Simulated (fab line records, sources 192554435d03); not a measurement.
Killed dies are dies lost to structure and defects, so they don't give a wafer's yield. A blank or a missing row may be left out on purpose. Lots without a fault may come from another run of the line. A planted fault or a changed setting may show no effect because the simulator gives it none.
Chamber matching | flow n5_finfet | N5_HKMG_FIN_ALD_71 on ald_metal-01: 4 sister chambers
The step deposits TiN, target thk 1 nm, pulse time 1 s, purge time 3 s. 4 wafers are shown with their chamber, then 7 later ones without.

WAFERS WITH THEIR CHAMBER
wafer  | chamber | heater_power_w (W)
L081.3 | 1       | 916
L085.1 | 2       | 919
L086.4 | 0       | 810
L086.5 | 3       | 825

WAFERS WITHOUT THEIR CHAMBER
wafer  | heater_power_w (W)
L086.6 | 827
L091.1 | 847
L091.3 | 909
L091.4 | 832
L096.4 | 939
L096.5 | 926
L096.6 | 921

WHICH CHAMBER EACH WENT THROUGH
wafer  | from the rows above     | in truth
L086.6 | can't be placed: 3 or 0 | 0
L091.1 | can't be placed: 3 or 0 | 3
L091.3 | can't be placed: 1 or 2 | 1
L091.4 | can't be placed: 3 or 0 | 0
L096.4 | can't be placed: 2 or 1 | 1
L096.5 | can't be placed: 2 or 1 | 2
L096.6 | can't be placed: 2 or 1 | 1
Placed correctly: 0 of 7. Can't be placed from these rows: 7 (the true chamber is among the candidates in 7). Placed wrongly: 0.
How it was worked out, from the rows above alone: a wafer's distance from a chamber is the root of the sum, over the readings, of the square of ((its reading less the chamber's mean) divided by the reading's scatter). The wafer belongs to the nearest chamber; if the next one is less than 2 further off, it can't be placed. A chamber's mean is the mean of its shown wafers. The scatter: with one shown wafer a chamber, the root of the mean of the squares of how far each hidden wafer lies from its nearest shown one.
